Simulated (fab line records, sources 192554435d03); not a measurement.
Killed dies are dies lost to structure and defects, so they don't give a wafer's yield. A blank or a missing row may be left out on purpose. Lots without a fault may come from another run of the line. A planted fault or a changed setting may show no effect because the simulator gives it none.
fab line records | flow n5_finfet
record lots=4 wafers=12 last_day=17
route steps=1938 shown BEOL_M4@1099 BEOL_M5@1112 BEOL_M12@1642 PASSIVATION@1936
lots that met no fault: from a run of the same line without faults
start_h: hours from the record's first day to the start of the lot's first wafer shown | wait_h: hours since the lot's step before | " the same as in the row above | L1.1+2: a row that stands for several wafers | - no value, or no start given | * or withheld: withheld | < > ~ a bound
route shown NAME@n: a module of which the file shows steps, and the number in the route of the first | usual: mean/standard deviation of fault-free wafers | same: alike in all rows | chamber/n: place in a boat | sites: the reading at each site | _std_site: their standard deviation | _edge_site: outer sites' mean less inner sites' | radius_mm: how far each site lies from the wafer's centre | mask NAME#n: copy n | behind: the tool/chamber that last shaped the wafer | hold: why the lot was held/for how many hours/how that ended | device: the transistor (n, p or np) that didn't switch | end of line: the same wafers' tests at the end of the route | a step without rows: its recipe alone | killed: dies lost to structure and defects at the first sort, not the wafer's yield | map: a wafer's dies, x killed, . not, _ none there
set.NAME: the setting as run; set.NAME@STEP: as run at that earlier step | model.NAME: the simulator's own value behind a step, which no gauge read
lots at some steps of the route; a table a step, a row a wafer
services: from which hour (start_h, from the record's first day; less than 0 if before it) a tool's chamber was out of use, for how many hours, and why
## steps
# step N5_BEOL_M4_ANNEAL_95
# recipe temp_c=400 time_s=240 ambient=vacuum
# step N5_BEOL_M4_SPUTTER_96
# recipe material=Cu target_thk_a=45 temp_c=-20 chamber_pressure_pa=0.07 power_w=withheld time_s=8.29
# step N5_BEOL_M4_ECD_50
# recipe material=Cu target_thk_a=3000
# step N5_BEOL_M4_ANNEAL_51
# recipe temp_c=225 time_s=90 ambient=N2
# step N5_BEOL_M4_CMP_52
# recipe stop_on=SiOC t_overpolish_s=6.8 down_force_psi=1 platen_rpm=50 clearing_platen_down_force_psi=1.5 clearing_platen_rpm=50 post_cmp_clean=cu_alkaline target_thk_nm=40 clearing_platen_pad_velocity_m_s=0.99484 pad_velocity_m_s=0.99484
# step N5_BEOL_M4_PRE_CLEAN_60
# recipe gas=NH3/H2 time_s=15 temp_c=* rf_power_w=300
# step N5_BEOL_M4_CO_CAP_55
# recipe material=Co target_thk_a=20 temp_c=200 precursor=CCTBA/H2 pressure_torr=30 time_s=102.1
# step N5_BEOL_M4_PRE_CLEAN_56
# recipe gas=NH3 time_s=15 temp_c=withheld rf_power_w=300
# step N5_BEOL_M4_DEP_57
# recipe material=SiCN target_thk_a=80 temp_c=withheld precursor=3MS/NH3 pressure_torr=3 rf_w=202 time_s=14
# step N5_BEOL_M4_RC_MEAS_101
# usual DIBL_N=36.4/1.4 DIBL_P=36.3/1.5 IOFF_N=0.162/0.023 IOFF_P=0.211/0.027 ION_N=676/9.7 ION_P=463/6.4 SS_N=71.5/0.5 SS_P=73.3/0.6 VT_N=249.3/2.5 VT_P=-249.9/2.8
# columns lot.wafer tool chamber start_h wait_h DIBL_N[mV/V] DIBL_P[mV/V] IOFF_N[nA/um] IOFF_P[nA/um] ION_N[uA/um] ION_P[uA/um] SS_N[mV/dec] SS_P[mV/dec] VT_N[mV] VT_P[mV]
L383.2 prober-02 0 197.16 0.2 36.2 37.5 0.181 0.278 686 482 71.7 73.3 245.4 -242.9
L383.3 " 0 " " 35.0 35.9 0.157 0.244 681 480 71.5 74.3 248.8 -244.8
L383.5 " 0 " " 35.0 35.9 0.163 0.250 684 477 71.6 73.4 247.3 -241.1
L388.1 prober-01 0 236.34 0.0 36.4 35.6 0.152 0.209 680 476 71.3 72.6 248.2 -250.5
L388.5 " 0 " " 36.5 35.8 0.151 0.207 670 465 71.3 73.3 252.1 -249.0
L388.6 " 0 " " 36.3 35.5 0.145 0.208 672 473 71.1 73.1 250.7 -249.6
L390.1 prober-02 0 240.94 0.0 38.6 37.2 0.181 0.230 682 461 71.6 73.4 248.0 -250.2
L390.4 " 0 " " 36.0 34.8 0.137 0.196 676 464 71.5 72.2 249.9 -250.9
L390.5 " 0 " " 36.9 35.7 0.142 0.210 671 464 71.4 72.7 251.5 -248.5
L398.3 prober-01 0 294.83 0.3 35.4 34.4 0.141 0.170 675 453 71.5 73.7 251.5 -251.6
L398.5 " 0 " " 36.8 36.8 0.172 0.209 687 469 71.3 73.9 247.1 -252.0
L398.6 " 0 " " 36.2 35.4 0.151 0.192 677 461 72.4 73.4 251.4 -248.6
# step N5_BEOL_M5_ILD_DEP_00
# recipe material=SiCOH_lowk target_thk_a=1406.4 temp_c=300 precursor=DEMS/porogen pressure_torr=5 rf_w=500 time_s=25.9
# step N5_BEOL_M5_CURE_79
# recipe temp_c=385 time_s=240 ambient=He/Ar material=SiCOH_lowk
# step N5_BEOL_M5_PECVD_70
# recipe material=SiO2 target_thk_a=160 temp_c=400 precursor=TEOS/O2 pressure_torr=5.5 rf_w=450 teos_flow_sccm=53.8 gas=O2 flow_sccm=3000 time_s=18
# step N5_BEOL_M5_HM_DEP_02
# recipe material=TiN target_thk_a=200 temp_c=25 chamber_pressure_pa=0.49996
# step N5_BEOL_M5_COAT_59
# recipe resist=SOC temp_c=250 time_s=60 spin_rpm=1500 resist_thk_nm=60
# step N5_BEOL_M5_COAT_60
# recipe resist=SiARC temp_c=220 time_s=60 spin_rpm=1500 resist_thk_nm=12
# step N5_BEOL_M5_COAT_71
# recipe resist=underlayer temp_c=205 time_s=60 spin_rpm=1500 resist_thk_nm=5
# step N5_BEOL_M5_COAT_05
# recipe resist=CAR-EUV spin_rpm=1500 resist_thk_nm=30
# step N5_BEOL_M5_EBR_07
# recipe solvent=PGMEA ebr_width_mm=1.5
# step N5_BEOL_M5_SOFTBAKE_06
# recipe temp_c=110 time_s=60 resist=CAR-EUV
# step N5_BEOL_M5_EXPOSE_08
# recipe mask_id=M5 na=0.33 source_shape=annular sigma_inner=0.4 sigma_outer=0.8 polarization=unpolarized target_cd_nm=28 dose_mj=35.75
# step N5_BEOL_M5_PEB_09
# recipe peb_temp_c=100 peb_time_s=60 resist=CAR-EUV
# step N5_BEOL_M5_DEVELOP_10
# recipe develop_time_s=30 developer=TMAH resist=CAR-EUV rinse_liquid=surfactant_rinse dry=air_spin dev_temp_c=23
# step N5_BEOL_M5_DESCUM_16
# recipe chemistry=O2 time_s=7 source_power_w=50 bias_power_w=20 pressure_mtorr=20 rf_frequency_hz=2.712e+07 temp_c=40 resist=CAR-EUV o2_flow_sccm=225
# step N5_BEOL_M5_ETCH_72
# recipe chemistry=N2/H2 target=underlayer target_depth_a=65 mask_material=CAR-EUV time_s=5.2 ion_energy_ev=200 pressure_mtorr=30 source_w=840 bias_w=150 n2_flow_sccm=200 h2_flow_sccm=200 ends=cleared
# step N5_BEOL_M5_ETCH_61
# recipe chemistry=CF4 target=SiARC target_depth_a=156 mask_material=CAR-EUV time_s=26 ion_energy_ev=80 pressure_mtorr=40 source_w=545 bias_w=36 Ar_flow_sccm=100 cf4_flow_sccm=100 ends=cleared
# step N5_BEOL_M5_ETCH_62
# recipe chemistry=N2/H2 target=SOC target_depth_a=750 overetch_a=150 mask_material=SiARC temp_c=40 time_s=112.5 ion_energy_ev=200 pressure_mtorr=30 source_w=840 bias_w=150 n2_flow_sccm=200 h2_flow_sccm=200
# step N5_BEOL_M5_STRIP_63
# recipe chemistry=N2/H2 temp_c=40 n2_flow_sccm=200 h2_flow_sccm=200 rf_frequency_hz=6e+07
# step N5_BEOL_M5_STRIP_73
# recipe chemistry=N2/H2 temp_c=40 n2_flow_sccm=200 h2_flow_sccm=200 rf_frequency_hz=6e+07
# step N5_BEOL_M5_STRIP_64
# recipe chemistry=CF4 resist=SiARC power_w=300 bias_power_w=75 pressure_mtorr=50 cf4_flow_sccm=150 rf_frequency_hz=6e+07
# step N5_BEOL_M5_HM_OPEN_17
# recipe chemistry=Cl2/BCl3 target_depth_a=200 overetch_a=60 target=TiN mask_material=SOC ion_energy_ev=150 pressure_mtorr=10 icp_w=1000 bias_w=126 Cl2_flow_sccm=53.25 bcl3_flow_sccm=21.75 Ar_flow_sccm=25
# step N5_BEOL_M5_STRIP_19
# recipe chemistry=O2 power_w=400 temp_c=40 pressure_mtorr=30 rf_frequency_hz=6e+07 bias_power_w=0 overash_fraction=0.2 o2_flow_sccm=225
# step N5_BEOL_M5_COAT_65
# recipe resist=SOC temp_c=250 time_s=60 spin_rpm=1500 resist_thk_nm=60
# step N5_BEOL_M5_COAT_66
# recipe resist=SiARC temp_c=220 time_s=60 spin_rpm=1500 resist_thk_nm=12
# step N5_BEOL_M12_STRIP_37
# recipe chemistry=N2/H2 power_w=1000 temp_c=250 h2_frac=0.65 overash_fraction=0.3 pressure_mtorr=withheld n2_flow_sccm=1750 h2_flow_sccm=3250
# usual drypump_motor_current_A=6.1/0.43 h2_flow_sccm=3248/11 heater_power_w=343/21 oes_product_au=0.790/0.011
# columns lot.wafer tool chamber start_h wait_h drypump_motor_current_A h2_flow_sccm heater_power_w oes_product_au rf_hours_counter_h
L383.2 plasma_asher-01 1 271.35 0.4 6.5 3230 337 0.817 72
L383.3 " 0 " " 5.6 3236 372 0.796 -
L383.5 " 1 " " 6.5 3237 334 0.790 -
L388.1 plasma_asher-01 0 299.52 0.0 - - - - -
L388.5 " 1 " " - - - - -
L388.6 " 0 " " - - - - -
L390.1 plasma_asher-01 1 306.12 0.0 - - - - -
L390.4 " 1 " " - - - - -
L390.5 " 1 " " - - - - -
L398.3 plasma_asher-02 0 364.19 0.1 6.4 3247 326 0.794 -
L398.5 " 1 " " 6.5 3249 307 0.805 -
L398.6 " 0 " " 6.4 3235 321 0.788 -
# step N5_PASSIVATION_PROBE_49
# usual defect_limited_yield=91.3/1.3 killed_at_M0_to_M3=33/8.9 killed_at_M4_up=15/5.4 killed_at_contacts=13/5.8 killed_at_front_end=39/9.9 killed_at_other=3.2/2.9 killed_dies=102/15 killed_on_rim=13/3.7 killed_open=68/12 killed_short=34/7.6 sort_bin_5_function=5.1/0.89 sort_bin_6_memory=3.2/0.63 sort_n_pass=1078/15 sort_yield_pct=91.3/1.3
# same gross_dies=1180 killed_at_back_side=0 sort_bin_4_leakage[%]=0 sort_bin_8_speed[%]=0
# columns lot.wafer tool chamber start_h wait_h defect_limited_yield[%] killed_at_M0_to_M3 killed_at_M4_up killed_at_contacts killed_at_front_end killed_at_other killed_dies killed_on_rim killed_open killed_short sort_bin_5_function[%] sort_bin_6_memory[%] sort_n_pass sort_yield_pct[%]
L388.1 prober-01 - 336.65 0.0 0 24 1110 10 34 2 1180 152 53 38 97.0 2.8 0 0
L388.5 prober-01 - 336.85 0.2 0 25 1112 6 28 9 1180 152 51 34 97.1 2.6 0 0
L388.6 prober-01 - 336.90 0.3 0 31 1095 8 44 2 1180 152 70 35 96.8 3.2 0 0
L390.1 prober-02 - 345.26 0.0 0 25 1089 16 49 1 1180 152 60 37 96.6 2.9 0 0
L390.4 prober-02 - 345.41 0.2 0 31 1084 5 57 3 1180 152 56 53 96.5 3.3 0 0
L390.5 prober-02 - 345.46 0.2 0 45 1085 3 43 4 1180 152 66 40 96.2 2.9 0 0
# killed by level:class
L388.1 BEOL_M12:area_sputter=1087 FIN_SAQP:geometric_particle:short=12 BEOL_M4:geometric_particle:open=12 MOL_CONTACT_COAG:geometric_particle:open=8 BEOL_M3:geometric_particle:open=8 STARTING-WAFER:geometric_particle:short=5 BEOL_M0_SAQP:geometric_particle:open=4 BEOL_M4:geometric_particle:short=4
L388.5 BEOL_M12:area_sputter=1094 FIN_SAQP:geometric_particle:short=8 MOL_CONTACT_COAG:geometric_particle:open=6 BEOL_M4:geometric_particle:open=6 FIN_SAQP:geometric_particle:open=5 BEOL_M1:geometric_particle:open=5 BEOL_M5:geometric_particle:open=5 BEOL_M2:geometric_particle:open=4
L388.6 BEOL_M12:area_sputter=1075 BEOL_M4:geometric_particle:open=12 DUMMY_GATE:geometric_particle:open=10 BEOL_M3:geometric_particle:open=9 FIN_SAQP:geometric_particle:short=7 GATE_CUT:geometric_particle:open=6 MOL_CONTACT_COAG:geometric_particle:open=6 BEOL_M2:geometric_particle:open=6
L390.1 BEOL_M12:area_sputter=1081 MOL_CONTACT_COAG:geometric_particle:open=13 FIN_SAQP:geometric_particle:short=11 STI_FIN_REVEAL:geometric_particle:open=11 FIN_SAQP:geometric_particle:open=10 GATE_CUT:geometric_particle:short=6 BEOL_M0_SAQP:geometric_particle:short=6 BEOL_M0_SAQP:geometric_particle:open=6
L390.4 BEOL_M12:area_sputter=1070 FIN_SAQP:geometric_particle:short=23 STI_FIN_REVEAL:geometric_particle:open=11 FIN_SAQP:geometric_particle:open=8 BEOL_M2:geometric_particle:open=8 BEOL_M5:geometric_particle:short=6 BEOL_M0_SAQP:geometric_particle:short=5 BEOL_M0_SAQP:geometric_particle:open=4
L390.5 BEOL_M12:area_sputter=1072 FIN_SAQP:geometric_particle:short=13 BEOL_M2:geometric_particle:open=12 FIN_SAQP:geometric_particle:open=11 BEOL_M1:geometric_particle:open=10 STI_FIN_REVEAL:geometric_particle:open=7 BEOL_M0_SAQP:geometric_particle:open=7 BEOL_M0_SAQP:geometric_particle:short=5
# map L388.1 (x killed, . not)
_________________xxxxxxxxxxxx________________
______________xxxxxxxxxxxxxxxxxx_____________
___________xxxxxxxxxxxxxxxxxxxxxxxx__________
__________xxxxxxxxxxxxxxxxxxxxxxxxxx_________
________xxxxxxxxxxxxxxxxxxxxxxxxxxxxxx_______
_______xxxxxxxxxxxxxxxxxxxxxxxxxxxxxxxx______
______xxxxxxxxxxxxxxxxxxxxxxxxxxxxxxxxxx_____
_____xxxxxxxxxxxxxxxxxxxxxxxxxxxxxxxxxxxx____
____xxxxxxxxxxxxxxxxxxxxxxxxxxxxxxxxxxxxxx___
___xxxxxxxxxxxxxxxxxxxxxxxxxxxxxxxxxxxxxxxx__
___xxxxxxxxxxxxxxxxxxxxxxxxxxxxxxxxxxxxxxxx__
__xxxxxxxxxxxxxxxxxxxxxxxxxxxxxxxxxxxxxxxxxx_
__xxxxxxxxxxxxxxxxxxxxxxxxxxxxxxxxxxxxxxxxxx_
_xxxxxxxxxxxxxxxxxxxxxxxxxxxxxxxxxxxxxxxxxxxx
_xxxxxxxxxxxxxxxxxxxxxxxxxxxxxxxxxxxxxxxxxxxx
_xxxxxxxxxxxxxxxxxxxxxxxxxxxxxxxxxxxxxxxxxxxx
_xxxxxxxxxxxxxxxxxxxxxxxxxxxxxxxxxxxxxxxxxxxx
_xxxxxxxxxxxxxxxxxxxxxxxxxxxxxxxxxxxxxxxxxxxx
_xxxxxxxxxxxxxxxxxxxxxxxxxxxxxxxxxxxxxxxxxxxx
_xxxxxxxxxxxxxxxxxxxxxxxxxxxxxxxxxxxxxxxxxxxx
_xxxxxxxxxxxxxxxxxxxxxxxxxxxxxxxxxxxxxxxxxxxx
__xxxxxxxxxxxxxxxxxxxxxxxxxxxxxxxxxxxxxxxxxx_
__xxxxxxxxxxxxxxxxxxxxxxxxxxxxxxxxxxxxxxxxxx_
___xxxxxxxxxxxxxxxxxxxxxxxxxxxxxxxxxxxxxxxx__
___xxxxxxxxxxxxxxxxxxxxxxxxxxxxxxxxxxxxxxxx__
____xxxxxxxxxxxxxxxxxxxxxxxxxxxxxxxxxxxxxx___
_____xxxxxxxxxxxxxxxxxxxxxxxxxxxxxxxxxxxx____
______xxxxxxxxxxxxxxxxxxxxxxxxxxxxxxxxxx_____
_______xxxxxxxxxxxxxxxxxxxxxxxxxxxxxxxx______
________xxxxxxxxxxxxxxxxxxxxxxxxxxxxxx_______
__________xxxxxxxxxxxxxxxxxxxxxxxxxx_________
___________xxxxxxxxxxxxxxxxxxxxxxxx__________
______________xxxxxxxxxxxxxxxxxx_____________
_________________xxxxxxxxxxxx________________
# map L390.1 (x killed, . not)
_________________xxxxxxxxxxxx________________
______________xxxxxxxxxxxxxxxxxx_____________
___________xxxxxxxxxxxxxxxxxxxxxxxx__________
__________xxxxxxxxxxxxxxxxxxxxxxxxxx_________
________xxxxxxxxxxxxxxxxxxxxxxxxxxxxxx_______
_______xxxxxxxxxxxxxxxxxxxxxxxxxxxxxxxx______
______xxxxxxxxxxxxxxxxxxxxxxxxxxxxxxxxxx_____
_____xxxxxxxxxxxxxxxxxxxxxxxxxxxxxxxxxxxx____
____xxxxxxxxxxxxxxxxxxxxxxxxxxxxxxxxxxxxxx___
___xxxxxxxxxxxxxxxxxxxxxxxxxxxxxxxxxxxxxxxx__
___xxxxxxxxxxxxxxxxxxxxxxxxxxxxxxxxxxxxxxxx__
__xxxxxxxxxxxxxxxxxxxxxxxxxxxxxxxxxxxxxxxxxx_
__xxxxxxxxxxxxxxxxxxxxxxxxxxxxxxxxxxxxxxxxxx_
_xxxxxxxxxxxxxxxxxxxxxxxxxxxxxxxxxxxxxxxxxxxx
_xxxxxxxxxxxxxxxxxxxxxxxxxxxxxxxxxxxxxxxxxxxx
_xxxxxxxxxxxxxxxxxxxxxxxxxxxxxxxxxxxxxxxxxxxx
_xxxxxxxxxxxxxxxxxxxxxxxxxxxxxxxxxxxxxxxxxxxx
_xxxxxxxxxxxxxxxxxxxxxxxxxxxxxxxxxxxxxxxxxxxx
_xxxxxxxxxxxxxxxxxxxxxxxxxxxxxxxxxxxxxxxxxxxx
_xxxxxxxxxxxxxxxxxxxxxxxxxxxxxxxxxxxxxxxxxxxx
_xxxxxxxxxxxxxxxxxxxxxxxxxxxxxxxxxxxxxxxxxxxx
__xxxxxxxxxxxxxxxxxxxxxxxxxxxxxxxxxxxxxxxxxx_
__xxxxxxxxxxxxxxxxxxxxxxxxxxxxxxxxxxxxxxxxxx_
___xxxxxxxxxxxxxxxxxxxxxxxxxxxxxxxxxxxxxxxx__
___xxxxxxxxxxxxxxxxxxxxxxxxxxxxxxxxxxxxxxxx__
____xxxxxxxxxxxxxxxxxxxxxxxxxxxxxxxxxxxxxx___
_____xxxxxxxxxxxxxxxxxxxxxxxxxxxxxxxxxxxx____
______xxxxxxxxxxxxxxxxxxxxxxxxxxxxxxxxxx_____
_______xxxxxxxxxxxxxxxxxxxxxxxxxxxxxxxx______
________xxxxxxxxxxxxxxxxxxxxxxxxxxxxxx_______
__________xxxxxxxxxxxxxxxxxxxxxxxxxx_________
___________xxxxxxxxxxxxxxxxxxxxxxxx__________
______________xxxxxxxxxxxxxxxxxx_____________
_________________xxxxxxxxxxxx________________
## services
# columns tool chamber start_h hours kind
plasma_asher-02 - 264.38 15.6 pm
## key
first_sign step=N5_BEOL_M12_STRIP_37 reading=tool_record direction=missing
effect step=N5_PASSIVATION_PROBE_49 reading=killed_at_M4_up direction=up sigmas=99+ usual=15 struck=1096
more_kills_born_at N5_BEOL_M12_SPUTTER_43@pvd_sputter-03=3256 N5_BEOL_M12_SPUTTER_43@pvd_sputter-02=3223
met_at N5_BEOL_M12_STRIP_37
struck_wafers L388.1,L388.5,L388.6,L390.1,L390.4,L390.5
later_rows_left_out L388.1,L388.5,L388.6,L390.1,L390.4,L390.5
onset_between 271.35 299.52
fault kind=skipped_step_whole tool=plasma_asher-01 chamber=- onset_h=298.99 steps=N5_BEOL_M12_STRIP_37 scope=struck_lots_only
# later_rows_left_out: the simulator's readings of these wafers behind a module that went badly wrong aren't trusted and aren't shown, but for the sort
